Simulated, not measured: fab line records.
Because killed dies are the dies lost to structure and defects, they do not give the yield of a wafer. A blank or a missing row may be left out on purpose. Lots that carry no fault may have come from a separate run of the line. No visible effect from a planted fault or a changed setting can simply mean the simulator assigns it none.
What tool caused it? | flow n5 finfet | 33 wafers from 11 lots sampled at 5 of the route's 1938 steps

== WHAT THE GAUGES SHOWED, per wafer ==
No reading from a measuring or inspecting step in the record can be judged against a usual standard deviation.

== WHAT TOOL EACH LOT RAN ON (gives the tool, then ch and the chambers of the sampled wafers, and finally the start) ==
lot  | N5_BEOL_M4_PRE_CLEAN_60          | N5_BEOL_M4_DEP_57               | N5_BEOL_M5_CURE_79            | N5_BEOL_M5_ETCH_62                 | N5_PASSIVATION_PROBE_49
L861 | cvd co-02 ch 0,2, day 8 10:41    | pecvd-04 ch 1,2, day 8 10:50    | uv cure-02 ch 2, day 8 11:59  | rie diel-04 ch 1,2, day 8 14:04    | prober-01, day 12 13:29
L860 | cvd co-02 ch 0,1, day 8 15:42    | pecvd-04 ch 0,1,2, day 8 15:52  | uv cure-02 ch 2, day 8 17:05  | rie diel-01 ch 2,3, day 8 21:10    | prober-02, day 12 19:50
L863 | cvd co-02 ch 1,2, day 9 01:17    | pecvd-04 ch 0,2, day 9 01:27    | uv cure-02 ch 2, day 9 02:44  | rie diel-04 ch 0,1,3, day 9 04:53  | prober-01, day 13 11:20
L870 | cvd co-02 ch 0,1,2, day 11 06:35 | pecvd-04 ch 0,1, day 11 06:46   | uv cure-01 ch 2, day 11 07:56 | rie diel-04 ch 0,1,2, day 11 10:53 | prober-02, day 15 20:37
L873 | cvd co-02 ch 1,2, day 11 11:19   | pecvd-01 ch 0,1,2, day 11 11:29 | uv cure-01 ch 1, day 11 12:41 | rie diel-04 ch 0,1, day 11 14:38   | prober-02, day 16 02:19
L872 | cvd co-01 ch 0,1,2, day 11 14:16 | pecvd-03 ch 1,2, day 11 14:26   | uv cure-01 ch 0, day 11 15:44 | rie diel-05 ch 0,1, day 11 17:23   | prober-01, day 16 04:23
L875 | cvd co-01 ch 0,1,2, day 11 19:19 | pecvd-01 ch 0,2, day 11 19:28   | uv cure-02 ch 2, day 11 20:46 | rie diel-04 ch 0,1,3, day 12 01:01 | prober-02, day 16 07:25
L877 | cvd co-01 ch 0,2, day 12 17:53   | pecvd-01 ch 1,2, day 12 18:02   | uv cure-01 ch 0, day 12 19:11 | rie diel-01 ch 0,1,3, day 12 21:05 | prober-02, day 17 13:59
L878 | cvd co-02 ch 0,1, day 12 19:58   | pecvd-01 ch 1,2, day 12 20:07   | uv cure-02 ch 1, day 12 21:25 | rie diel-01 ch 0,1,2, day 13 00:16 | prober-01, day 17 15:24
L879 | cvd co-01 ch 0,1, day 13 00:46   | pecvd-04 ch 1,2, day 13 00:56   | uv cure-02 ch 1, day 13 02:18 | rie diel-01 ch 0,1,2, day 13 05:20 | prober-01, day 17 09:10
L881 | cvd co-02 ch 0,1, day 13 22:26   | pecvd-04 ch 0,1,2, day 13 22:35 | uv cure-02 ch 1, day 13 23:49 | rie diel-01 ch 2,3, day 14 01:21   | prober-01, day 18 03:00
- N5_BEOL_M4_PRE_CLEAN_60: time 15 s.
- N5_BEOL_M4_DEP_57: deposits SiCN from 3MS/NH3, target thk 8 nm, time 14 s.
- N5_BEOL_M5_CURE_79: cures SiCOH lowk, time 240 s.
- N5_BEOL_M5_ETCH_62: etches SOC in N2/H2, target depth 75 nm, overetch 15 nm, time 112.5 s.
- N5_PASSIVATION_PROBE_49

== WHAT THE TOOLS THEMSELVES READ (means of the sampled wafers that have a number; where no wafer has one, the mark that the record gives instead) ==
N5_BEOL_M4_PRE_CLEAN_60. Usual: 81 W for heater power w, sd 11.
lot  | tool      | heater power w (W) | flag
L861 | cvd co-02 | 86                 |
L860 | cvd co-02 | 73                 |
L863 | cvd co-02 | 91                 |
L870 | cvd co-02 | 84                 |
L873 | cvd co-02 | 93                 |
L872 | cvd co-01 | 78                 |
L875 | cvd co-01 | 77                 |
L877 | cvd co-01 | 84                 |
L878 | cvd co-02 | 74                 |
L879 | cvd co-01 | 79                 |
L881 | cvd co-02 | 79                 |

N5_BEOL_M4_DEP_57. Usual: showerhead plenum p Torr 3.663 Torr, standard deviation 0.014; throttle valve pct 9.2 %, standard deviation 0.35.
lot  | tool     | showerhead plenum p Torr (Torr) | throttle valve pct (%) | flag
L861 | pecvd-04 | 3.673                           | 9.2                    |
L860 | pecvd-04 | 3.664                           | 9.2                    |
L863 | pecvd-04 | 3.646                           | 9.3                    |
L870 | pecvd-04 | 3.673                           | 9.2                    |
L873 | pecvd-01 | 3.664                           | 9.0                    |
L872 | pecvd-03 | 3.668                           | 8.8                    |
L875 | pecvd-01 | 3.667                           | 9.3                    |
L877 | pecvd-01 | 3.670                           | 8.9                    |
L878 | pecvd-01 | 3.669                           | 9.0                    |
L879 | pecvd-04 | 3.653                           | 9.2                    |
L881 | pecvd-04 | 3.659                           | 9.3                    |

N5_BEOL_M5_CURE_79. Usual: lamp power pct 52.31 %, standard deviation 0.055; wafer_temp_C_max 386.9, standard deviation 0.73.
lot  | tool       | lamp power pct (%) | wafer_temp_C_max | flag
L861 | uv cure-02 | 52.36              | 386.2            |
L860 | uv cure-02 | 52.33              | 386.6            |
L863 | uv cure-02 | 52.28              | 386.0            |
L870 | uv cure-01 | 52.30              | 387.6            |
L873 | uv cure-01 | 52.30              | 387.0            |
L872 | uv cure-01 | 52.27              | 387.7            |
L875 | uv cure-02 | 52.32              | 386.6            |
L877 | uv cure-01 | 52.35              | 387.8            |
L878 | uv cure-02 | 52.22              | 386.7            |
L879 | uv cure-02 | 52.29              | 386.8            |
L881 | uv cure-02 | 52.26              | 386.4            |

N5_BEOL_M5_ETCH_62. Usual: drypump motor current A 5.8 A, standard deviation 0.42; oes product au 0.63 a.u., standard deviation 0.051; rf fwd power W 836.1 W, standard deviation 2.9; rf vpp V 524.6 V, standard deviation 2.7; showerhead plenum p Torr 2.57 Torr, standard deviation 0.094; throttle valve pct 17.73 %, standard deviation 0.19.
lot  | tool        | drypump motor current A (A) | oes product au (a.u.) | rf fwd power W (W) | rf vpp V (V) | showerhead plenum p Torr (Torr) | throttle valve pct (%) | flag
L861 | rie diel-04 | 5.8                         | 0.69                  | 835.7              | 528.2        | 2.69                            | 17.65                  |
L860 | rie diel-01 | 5.7                         | 0.62                  | 836.6              | 523.4        | 2.51                            | 17.67                  |
L863 | rie diel-04 | 5.6                         | 0.66                  | 836.2              | 527.1        | 2.63                            | 17.62                  |
L870 | rie diel-04 | 5.5                         | 0.64                  | 903.0              | 514.3        | 2.63                            | 17.60                  | OFF
L873 | rie diel-04 | 5.6                         | 0.62                  | 969.5              | 502.3        | 2.62                            | 17.77                  | OFF
L872 | rie diel-05 | 6.1                         | 0.64                  | 833.3              | 522.8        | 2.49                            | 17.84                  |
L875 | rie diel-04 | 5.5                         | 0.64                  | 903.4              | 514.3        | 2.63                            | 17.67                  | OFF
L877 | rie diel-01 | 6.1                         | 0.60                  | 838.6              | 523.5        | 2.53                            | 17.72                  |
L878 | rie diel-01 | 5.9                         | 0.60                  | 832.0              | 523.0        | 2.51                            | 17.81                  |
L879 | rie diel-01 | 5.9                         | 0.60                  | 840.3              | 523.0        | 2.51                            | 17.82                  |
L881 | rie diel-01 | 5.7                         | 0.59                  | 837.8              | 522.2        | 2.49                            | 17.74                  |

N5_PASSIVATION_PROBE_49. Usual: defect limited yield 91.4 %, standard deviation 1.5; killed_at_M0_to_M3 34, standard deviation 12; killed_at_M4_up 12, standard deviation 4.9; killed at contacts 13, standard deviation 7.2; killed at front end 39, standard deviation 12; killed at other 3.7, standard deviation 2.9; killed dies 101, standard deviation 18; killed open 67, standard deviation 14; killed short 33, standard deviation 7.2; sort_bin_5_function 5.1 %, standard deviation 0.97; sort_bin_6_memory 3.2 %, standard deviation 0.67; sort n pass 1079, standard deviation 17; sort yield pct 91.4 %, standard deviation 1.5.
lot  | tool      | defect limited yield (%) | killed_at_M0_to_M3 | killed_at_M4_up | killed at contacts | killed at front end | killed at other | killed dies | killed open | killed short | sort_bin_5_function (%) | sort_bin_6_memory (%) | sort n pass | sort yield pct (%) | flag
L861 | prober-01 | 91.7                     | 41                 | 8               | 6                  | 40                  | 1.7             | 98          | 59          | 35           | 4.4                     | 3.4                   | 1082        | 91.7               |
L860 | prober-02 | 90.1                     | 33                 | 11              | 14                 | 55                  | 2.3             | 116         | 82          | 34           | 6.0                     | 3.7                   | 1064        | 90.1               |
L863 | prober-01 | 92.6                     | 16                 | 10              | 12                 | 40                  | 9.3             | 87          | 58          | 29           | 4.2                     | 2.8                   | 1093        | 92.6               |
L870 | prober-02 | 91.9                     | 26                 | 18              | 13                 | 36                  | 2.7             | 95          | 65          | 29           | 4.7                     | 3.0                   | 1085        | 91.9               |
L873 | prober-02 | 92.4                     | 23                 | 12              | 9                  | 44                  | 2.0             | 90          | 54          | 35           | 4.4                     | 3.0                   | 1090        | 92.4               |
L872 | prober-01 | 91.2                     | 34                 | 17              | 5                  | 43                  | 5.0             | 104         | 67          | 35           | 5.8                     | 2.8                   | 1076        | 91.2               |
L875 | prober-02 | 92.1                     | 26                 | 9               | 27                 | 28                  | 2.7             | 93          | 65          | 27           | 4.9                     | 2.7                   | 1087        | 92.1               |
L877 | prober-02 | 91.9                     | 30                 | 10              | 16                 | 32                  | 7.3             | 95          | 64          | 29           | 4.6                     | 3.2                   | 1085        | 91.9               |
L878 | prober-01 | 92.6                     | 32                 | 16              | 3                  | 33                  | 3.7             | 87          | 52          | 33           | 4.1                     | 3.1                   | 1093        | 92.6               |
L879 | prober-01 | 92.0                     | 31                 | 11              | 8                  | 41                  | 2.3             | 94          | 59          | 35           | 5.1                     | 2.7                   | 1086        | 92.0               |
L881 | prober-01 | 90.9                     | 30                 | 9               | 28                 | 37                  | 4.7             | 108         | 73          | 34           | 5.4                     | 3.4                   | 1072        | 90.9               |

== THE ANSWER, worked out from the rows above alone ==
Rule: take the mean of a lot's wafers that have a number; if it is more than 3 standard deviations from the usual mean, the lot is off. A lot without any number at a reading at which 4 lots or more have one is off too. The other lots that the step has rows for count as sound. After the gauges, taken in route order, come the tools' own readings; for these a lot's mean is taken, as printed above. At the first step where some lot is off, the reading lying furthest off is the one used; lots without a number count as furthest.
Off: L870, L873, L875, at N5_BEOL_M5_ETCH_62 (rf fwd power W).
A tool fits if, at that step or a process step before it, it ran every lot that is off, and no sound lot after the first of them. One fits: rie diel-04 at N5_BEOL_M5_ETCH_62. Its last sound lot is L863 (day 9 04:53), its first lot that is off L870 (day 11 10:53): a fault that began between those two fits.
The tool's own readings at N5_BEOL_M5_ETCH_62 bear it out: on the lots that are off they differ by more than 5 times the standard deviation of the sound lots' means. rf fwd power W reads 925.3 W there against 836.3 W on the sound lots; rf vpp V reads 510.3 V there against 524.1 V on the sound lots.

== WHAT THE SIMULATOR PUT IN ==
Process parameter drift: rie diel-04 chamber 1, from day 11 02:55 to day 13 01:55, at N5_BEOL_M5_ETCH_62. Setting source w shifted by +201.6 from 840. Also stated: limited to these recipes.
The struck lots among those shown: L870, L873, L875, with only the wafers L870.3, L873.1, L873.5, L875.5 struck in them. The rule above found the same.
